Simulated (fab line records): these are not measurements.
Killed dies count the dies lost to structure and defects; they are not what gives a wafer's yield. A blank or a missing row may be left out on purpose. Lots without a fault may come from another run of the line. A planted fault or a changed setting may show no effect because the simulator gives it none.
Which tool is to blame?    flow nand harc    Sampling: 20 lots, 60 wafers, 6 of 1302 route steps

## WHAT THE GAUGES SHOWED, per wafer
No reading from a measuring or inspecting step in the record can be judged against a usual standard deviation.

## EACH LOT AND THE TOOL THAT RAN IT (in order: tool; ch and the chambers of the sampled wafers; start)
lot   NHARC_A_CHANNEL_HOLE_D2_ETCH_23   NHARC_A_STAIRCASE_DESCUM_168        NHARC_A_STAIRCASE_TRIM_12           NHARC_A_STAIRCASE_ETCH_17                      NHARC_A_STAIRCASE_TRIM_187          NHARC_A_STAIRCASE_ETCH_190
L074  har etch-02 ch 0, day 13 02:30    rie diel-12 ch 0,1,3, day 15 10:10  rie diel-08 ch 0,1,2, day 15 11:58  rie diel-08 ch 0,2,3, day 15 16:10 or earlier  rie diel-12 ch 0,1,3, day 15 16:10  rie diel-12 ch 0,1,3, no start
L075  har etch-02 ch 0,1, day 13 19:28  rie diel-08 ch 0,3, day 16 02:33    rie diel-08 ch 0,3, day 16 05:10    rie diel-08 ch 1,2, day 16 10:02 or earlier    rie diel-12 ch 1,2, day 16 10:02    rie diel-12 ch 1,2,3, no start
L076  har etch-02 ch 0,1, day 14 11:29  rie diel-11 ch 0,3, day 16 22:27    rie diel-12 ch 1,2,3, day 17 00:26  rie diel-12 ch 0,2, day 17 04:14 or earlier    rie diel-12 ch 1,2, day 17 04:14    rie diel-12 ch 0,2, no start
L077  har etch-01 ch 0,1, day 14 18:22  rie diel-08 ch 0,2, day 16 22:15    rie diel-11 ch 0,2, day 17 00:14    rie diel-11 ch 0,1,3, day 17 03:50 or earlier  rie diel-11 ch 0,1, day 17 03:50    rie diel-11 ch 1,3, no start
L079  har etch-01 ch 0, day 15 02:24    rie diel-08 ch 0,1,3, day 17 08:05  rie diel-12 ch 0,2,3, day 17 10:02  rie diel-12 ch 1,2, day 17 13:58 or earlier    rie diel-12 ch 0,1,2, day 17 13:58  rie diel-12 ch 1,2,3, no start
L078  har etch-02 ch 0,1, day 15 04:48  rie diel-08 ch 1,3, day 17 08:15    rie diel-08 ch 0,1,2, day 17 10:11  rie diel-08 ch 1,2,3, day 17 14:09 or earlier  rie diel-08 ch 0,1,3, day 17 14:09  rie diel-08 ch 0,1, no start
L080  har etch-02 ch 0,1, day 15 22:31  rie diel-08 ch 0,1,3, day 18 10:33  rie diel-12 ch 0,1,3, day 18 12:36  rie diel-12 ch 0,1,3, day 18 19:20 or earlier  rie diel-12 ch 0,2,3, day 18 19:20  rie diel-12 ch 1,2,3, no start
L082  har etch-01 ch 0,1, day 16 22:11  rie diel-08 ch 1,2, day 19 08:08    rie diel-08 ch 1,2,3, day 19 10:05  rie diel-08 ch 1,3, day 19 13:58 or earlier    rie diel-12 ch 0,1,3, day 19 13:58  rie diel-12 ch 0,2, no start
L083  har etch-01 ch 0,1, day 17 10:16  rie diel-11 ch 0,1, day 19 17:24    rie diel-11 ch 0,1, day 19 19:26    rie diel-11 ch 0,1,3, day 19 23:31 or earlier  rie diel-11 ch 0,3, day 19 23:31    rie diel-11 ch 1,2, no start
L085  har etch-01 ch 0,1, day 18 00:12  rie diel-08 ch 1,2,3, day 20 06:47  rie diel-08 ch 0,2,3, day 20 09:37  rie diel-08 ch 0,3, day 20 13:23 or earlier    rie diel-08 ch 1,2,3, day 20 13:23  rie diel-08 ch 0,2,3, no start
L084  har etch-02 ch 0,1, day 18 00:55  rie diel-08 ch 0,3, day 20 06:45    rie diel-11 ch 0,1, day 20 09:24    rie diel-11 ch 0,1,2, day 20 13:14 or earlier  rie diel-08 ch 0,2,3, day 20 13:14  rie diel-08 ch 0,2,3, no start
L086  har etch-01 ch 0,1, day 18 12:35  rie diel-12 ch 1,2, day 20 17:38    rie diel-08 ch 0,2,3, day 20 19:34  rie diel-08 ch 0,1,3, day 20 23:47 or earlier  rie diel-12 ch 0,3, day 20 23:47    rie diel-12 ch 0,3, no start
L088  har etch-02 ch 0,1, day 19 05:31  rie diel-12 ch 0,2, day 21 16:28    rie diel-12 ch 0,2,3, day 21 18:28  rie diel-12 ch 0,3, day 21 22:30 or earlier    rie diel-12 ch 2,3, day 21 22:30    rie diel-12 ch 0,2,3, no start
L087  har etch-01 ch 0,1, day 19 07:29  rie diel-11 ch 0,1,3, day 21 12:51  rie diel-12 ch 0,1,2, day 21 14:46  rie diel-12 ch 0,2,3, day 21 18:29 or earlier  rie diel-11 ch 2,3, day 21 18:29    rie diel-11 ch 2,3, no start
L089  har etch-01 ch 0,1, day 19 11:50  rie diel-11 ch 0,2,3, day 21 21:46  rie diel-08 ch 0,3, day 21 23:41    rie diel-08 ch 0,2, day 22 07:19 or earlier    rie diel-12 ch 1,2, day 22 07:19    rie diel-12 ch 0,2,3, no start
L090  har etch-02 ch 0,1, day 19 13:48  rie diel-12 ch 0,3, day 21 16:38    rie diel-08 ch 0,3, day 21 18:45    rie diel-08 ch 0,2, day 21 23:01 or earlier    rie diel-12 ch 2,3, day 21 23:01    rie diel-12 ch 0,3, no start
L092  har etch-02 ch 0,1, day 20 22:31  rie diel-08 ch 0,2, day 23 05:34    rie diel-11 ch 0,2,3, day 23 07:34  rie diel-11 ch 1,2, day 23 11:17 or earlier    rie diel-12 ch 0,3, day 23 11:17    rie diel-12 ch 0,2, no start
L094  har etch-02 ch 0,1, day 21 09:02  rie diel-12 ch 0,1,3, day 23 14:19  rie diel-12 ch 0,1,2, day 23 16:15  rie diel-12 ch 0,1,3, day 23 19:59 or earlier  rie diel-12 ch 1,2,3, day 23 19:59  rie diel-12 ch 1,2,3, no start
L093  har etch-01 ch 0,1, day 21 12:07  rie diel-12 ch 0,2,3, day 23 14:28  rie diel-11 ch 0,1,2, day 23 16:23  rie diel-11 ch 0,1,2, day 23 20:08 or earlier  rie diel-11 ch 1,2,3, day 23 20:08  rie diel-11 ch 0,1,3, no start
L097  har etch-02 ch 0,1, day 22 18:58  rie diel-08 ch 0,1,3, day 25 01:02  rie diel-08 ch 0,1,2, day 25 02:57  rie diel-08 ch 0,1,2, day 25 10:45 or earlier  rie diel-12 ch 0,2,3, day 25 10:45  rie diel-12 ch 0,2,3, no start
- NHARC_A_CHANNEL_HOLE_D2_ETCH_23: etches the open film in C4F8/O2/Ar, time 819 s, target depth 1600 nm.
- NHARC_A_STAIRCASE_DESCUM_168: chemistry O2, time 3 s.
- NHARC_A_STAIRCASE_TRIM_12: chemistry O2, time 211.2 s.
- NHARC_A_STAIRCASE_ETCH_17: etches the open film in C4F8/O2, target depth 100 nm, time 40.5 s.
- NHARC_A_STAIRCASE_TRIM_187: chemistry O2, time 211.2 s.
- NHARC_A_STAIRCASE_ETCH_190: etches the open film in C4F8/O2, target depth 100 nm, time 40.5 s.

## WHAT THE TOOLS THEMSELVES READ (means of the sampled wafers that have a number; where no wafer has one, the mark that the record gives instead)
NHARC_A_CHANNEL_HOLE_D2_ETCH_23. Usual: drypump motor current A 5.6 A, standard deviation 0.56; mfc ar sccm 375.0 sccm, standard deviation 1.3; showerhead plenum p Torr 3.61 Torr, standard deviation 0.15; throttle valve pct 32.154 %, standard deviation 0.009.
lot   tool         drypump motor current A (A)  mfc ar sccm (sccm)  showerhead plenum p Torr (Torr)  throttle valve pct (%)  flag
L074  har etch-02  6.0                          375.9               3.62                             32.151                  
L075  har etch-02  6.1                          374.5               3.65                             32.153                  
L076  har etch-02  6.3                          374.8               3.69                             32.156                  
L077  har etch-01  5.1                          374.2               3.51                             32.153                  
L079  har etch-01  5.2                          375.0               3.49                             32.155                  
L078  har etch-02  6.1                          375.0               3.64                             32.152                  
L080  har etch-02  6.1                          374.8               3.63                             32.149                  
L082  har etch-01  5.1                          375.4               3.51                             32.164                  
L083  har etch-01  5.1                          374.5               3.50                             32.161                  
L085  har etch-01  5.1                          375.3               3.48                             32.160                  
L084  har etch-02  6.2                          375.5               3.78                             32.157                  
L086  har etch-01  5.1                          375.3               3.48                             32.148                  
L088  har etch-02  6.1                          373.9               3.85                             32.153                  
L087  har etch-01  5.1                          375.6               3.47                             32.163                  
L089  har etch-01  5.1                          374.1               3.49                             32.145                  
L090  har etch-02  6.2                          375.1               3.77                             32.165                  
L092  har etch-02  6.3                          374.5               3.76                             32.162                  
L094  har etch-02  6.1                          377.2               3.83                             32.159                  
L093  har etch-01  5.1                          376.7               3.45                             32.159                  
L097  har etch-02  6.1                          374.9               3.82                             32.154                  

NHARC_A_STAIRCASE_DESCUM_168. Usual: drypump motor current A 5.7 A, standard deviation 0.45; mfc ar sccm 0.015 sccm, standard deviation 0.015; oes product au 1.000 a.u., standard deviation 0.0066; rf vpp V 57.9 V, standard deviation 0.93; showerhead plenum p Torr 1.90 Torr, standard deviation 0.099; throttle valve pct 11.311 %, standard deviation 0.009.
lot   tool         drypump motor current A (A)  mfc ar sccm (sccm)  oes product au (a.u.)  rf vpp V (V)  showerhead plenum p Torr (Torr)  throttle valve pct (%)  flag
L074  rie diel-12  5.8                          0.015               1.002                  58.8          1.98                             11.319                  
L075  rie diel-08  5.5                          0.027               0.998                  57.9          1.89                             11.306                  
L076  rie diel-11  5.5                          0.005               1.000                  57.5          1.85                             11.299                  
L077  rie diel-08  5.8                          0.014               0.995                  58.0          1.97                             11.305                  
L079  rie diel-08  5.5                          0.013               0.997                  57.7          1.88                             11.308                  
L078  rie diel-08  5.8                          0.013               0.996                  58.1          1.79                             11.306                  
L080  rie diel-08  5.5                          0.013               1.000                  57.1          1.88                             11.317                  
L082  rie diel-08  6.1                          0.014               0.997                  57.8          1.87                             11.310                  
L083  rie diel-11  5.5                          0.013               1.001                  57.6          1.91                             11.319                  
L085  rie diel-08  6.0                          0.020               1.001                  57.0          1.83                             11.315                  
L084  rie diel-08  5.5                          0.027               0.998                  58.1          1.88                             11.314                  
L086  rie diel-12  5.7                          0.010               0.999                  58.1          1.97                             11.319                  
L088  rie diel-12  5.9                          0.020               1.007                  58.2          1.92                             11.308                  
L087  rie diel-11  5.4                          0.018               1.000                  58.0          1.87                             11.312                  
L089  rie diel-11  5.8                          0.009               1.008                  58.4          1.91                             11.309                  
L090  rie diel-12  5.9                          0.020               1.002                  58.1          1.94                             11.305                  
L092  rie diel-08  5.8                          0.014               1.005                  57.6          1.95                             11.316                  
L094  rie diel-12  5.8                          0.015               0.992                  58.2          1.96                             11.311                  
L093  rie diel-12  6.1                          0.010               1.003                  57.5          1.88                             11.318                  
L097  rie diel-08  5.5                          0.013               1.003                  59.1          1.97                             11.315                  

NHARC_A_STAIRCASE_TRIM_12. Usual: drypump motor current A 5.8 A, standard deviation 0.49; mfc ar sccm 0.015 sccm, standard deviation 0.016; oes product au 0.999 a.u., standard deviation 0.0068; rf vpp V 57.8 V, standard deviation 0.84; showerhead plenum p Torr 3.53 Torr, standard deviation 0.18; throttle valve pct 17.037 %, standard deviation 0.0095.
lot   tool         drypump motor current A (A)  mfc ar sccm (sccm)  oes product au (a.u.)  rf vpp V (V)  showerhead plenum p Torr (Torr)  throttle valve pct (%)  flag
L074  rie diel-08  5.6                          0.007               0.999                  57.5          3.54                             17.041                  
L075  rie diel-08  5.6                          0.027               1.003                  57.5          3.49                             17.034                  
L076  rie diel-12  6.0                          0.005               0.999                  57.7          3.54                             17.035                  
L077  rie diel-11  5.8                          0.004               0.998                  57.7          3.41                             17.038                  
L079  rie diel-12  6.1                          0.010               0.999                  57.5          3.49                             17.032                  
L078  rie diel-08  5.6                          0.007               0.999                  57.4          3.53                             17.041                  
L080  rie diel-12  5.8                          0.015               0.994                  57.2          3.63                             17.030                  
L082  rie diel-08  6.0                          0.020               0.995                  56.9          3.38                             17.027                  
L083  rie diel-11  5.5                          0.026               1.008                  57.0          3.57                             17.036                  
L085  rie diel-08  5.7                          0.020               1.006                  57.5          3.54                             17.029                  
L084  rie diel-11  5.4                          0.026               1.008                  58.0          3.57                             17.036                  
L086  rie diel-08  5.7                          0.020               0.997                  57.7          3.53                             17.034                  
L088  rie diel-12  6.1                          0.010               1.005                  57.5          3.48                             17.046                  
L087  rie diel-12  5.8                          0.015               0.997                  58.2          3.59                             17.037                  
L089  rie diel-08  5.2                          0.013               0.998                  58.0          3.62                             17.039                  
L090  rie diel-08  5.5                          0.027               1.001                  57.9          3.47                             17.038                  
L092  rie diel-11  5.8                          0.009               0.997                  58.6          3.52                             17.034                  
L094  rie diel-12  5.8                          0.015               0.993                  57.2          3.58                             17.035                  
L093  rie diel-11  5.8                          0.017               0.997                  58.3          3.61                             17.032                  
L097  rie diel-08  5.6                          0.007               1.007                  57.9          3.68                             17.033                  

NHARC_A_STAIRCASE_ETCH_17. Usual: bias w 1000.0 W, standard deviation 2.9; oes product au 0.943 a.u., standard deviation 0.0084; rf fwd power W 593.1 W, standard deviation 2.8; rf vpp V 896 V, standard deviation 6.4.
lot   tool         bias w (W)  oes product au (a.u.)  rf fwd power W (W)  rf vpp V (V)  flag
L074  rie diel-08  1000.5      0.945                  594.1               897           
L075  rie diel-08  1000.2      0.949                  593.1               890           
L076  rie diel-12  999.7       0.942                  593.0               893           
L077  rie diel-11  1000.1      0.951                  591.7               894           
L079  rie diel-12  1002.2      0.942                  595.4               900           
L078  rie diel-08  996.7       0.950                  590.5               891           
L080  rie diel-12  1000.5      0.940                  592.7               900           
L082  rie diel-08  995.0       0.932                  594.9               888           
L083  rie diel-11  997.8       0.946                  592.2               895           
L085  rie diel-08  1001.2      0.945                  590.5               895           
L084  rie diel-11  998.7       0.948                  591.7               899           
L086  rie diel-08  999.0       0.942                  592.4               894           
L088  rie diel-12  999.9       0.938                  593.7               898           
L087  rie diel-12  1003.5      0.948                  594.8               894           
L089  rie diel-08  999.4       0.950                  593.8               902           
L090  rie diel-08  1001.8      0.939                  592.0               899           
L092  rie diel-11  999.3       0.945                  596.7               901           
L094  rie diel-12  999.4       0.952                  592.0               899           
L093  rie diel-11  999.6       0.933                  593.5               899           
L097  rie diel-08  1002.7      0.938                  594.0               902           

NHARC_A_STAIRCASE_TRIM_187. Usual: drypump motor current A 5.9 A, standard deviation 0.41; mfc ar sccm 0.013 sccm, standard deviation 0.013; oes product au 0.999 a.u., standard deviation 0.007; rf vpp V 57.9 V, standard deviation 0.98; showerhead plenum p Torr 3.54 Torr, standard deviation 0.17; throttle valve pct 17.035 %, standard deviation 0.0082.
lot   tool         drypump motor current A (A)  mfc ar sccm (sccm)  oes product au (a.u.)  rf vpp V (V)  showerhead plenum p Torr (Torr)  throttle valve pct (%)  flag
L074  rie diel-12  5.8                          0.015               0.991                  57.5          3.64                             17.038                  
L075  rie diel-12  6.0                          0.005               1.001                  57.8          3.51                             17.039                  
L076  rie diel-12  6.0                          0.005               0.997                  57.6          3.50                             17.037                  
L077  rie diel-11  5.4                          0.026               1.000                  57.1          3.58                             17.036                  
L079  rie diel-12  5.8                          0.015               0.997                  57.4          3.60                             17.039                  
L078  rie diel-08  5.5                          0.013               0.999                  56.8          3.47                             17.036                  
L080  rie diel-12  6.1                          0.010               0.999                  57.4          3.49                             17.029                  
L082  rie diel-12  5.8                          0.015               0.991                  58.3          3.62                             17.024                  
L083  rie diel-11  5.5                          0.005               0.996                  57.6          3.42                             17.032                  
L085  rie diel-08  6.0                          0.020               1.011                  57.7          3.38                             17.042                  
L084  rie diel-08  5.7                          0.020               1.008                  57.9          3.54                             17.036                  
L086  rie diel-12  5.9                          0.020               1.001                  58.5          3.57                             17.035                  
L088  rie diel-12  6.3                          0.000               1.004                  57.9          3.38                             17.037                  
L087  rie diel-11  5.7                          0.014               1.000                  57.8          3.48                             17.037                  
L089  rie diel-12  6.0                          0.005               1.003                  58.5          3.48                             17.021                  
L090  rie diel-12  6.3                          0.000               0.997                  57.9          3.38                             17.031                  
L092  rie diel-12  5.9                          0.020               0.990                  57.2          3.56                             17.037                  
L094  rie diel-12  6.0                          0.005               0.990                  57.2          3.51                             17.030                  
L093  rie diel-11  5.8                          0.022               1.005                  57.8          3.57                             17.044                  
L097  rie diel-12  6.1                          0.010               0.992                  58.3          3.46                             17.033                  

NHARC_A_STAIRCASE_ETCH_190. Usual: bias w 1000.1 W, standard deviation 2.8; oes product au 0.940 a.u., standard deviation 0.0098; rf fwd power W 593.9 W, standard deviation 2.3; rf vpp V 896 V, standard deviation 6.1.
lot   tool         bias w (W)  oes product au (a.u.)  rf fwd power W (W)  rf vpp V (V)  flag
L074  rie diel-12  1000.9      0.942                  593.8               899           
L075  rie diel-12  1001.2      0.945                  593.9               896           
L076  rie diel-12  1000.0      0.937                  593.2               898           
L077  rie diel-11  997.9       0.946                  591.0               893           
L079  rie diel-12  999.8       0.946                  593.9               897           
L078  rie diel-08  998.8       0.961                  593.6               899           
L080  rie diel-12  1002.1      0.927                  595.8               896           
L082  rie diel-12  999.6       0.944                  593.7               897           
L083  rie diel-11  995.3       0.948                  592.0               904           
L085  rie diel-08  998.1       0.931                  594.7               896           
L084  rie diel-08  998.2       0.940                  595.3               897           
L086  rie diel-12  1000.6      0.951                  593.7               898           
L088  rie diel-12  1002.0      0.930                  594.9               893           
L087  rie diel-11  997.7       0.935                  590.2               899           
L089  rie diel-12  999.3       0.943                  594.4               893           
L090  rie diel-12  999.5       0.933                  595.4               895           
L092  rie diel-12  999.4       0.934                  595.0               896           
L094  rie diel-12  1002.1      0.931                  594.2               896           
L093  rie diel-11  1001.9      0.939                  594.0               893           
L097  rie diel-12  1002.9      0.940                  594.2               894           

## THE ANSWER, worked out from the rows above alone
Rule: a lot is off if the mean of its wafers that have a number lies more than 3 standard deviations from the usual mean. Also off: a lot with no number at a reading for which 4 or more lots have one. The other lots that the step has rows for count as sound. Order of review: gauges by route order, followed by the tools' own readings, for which a lot's mean as printed above is used. The first step at which some lot is off is used, and at that step the reading that is off furthest; a lot without a number counts as furthest.
No lot is off on any of the readings shown, so nothing can be concluded from this.

## WHAT THE SIMULATOR HAD INSERTED
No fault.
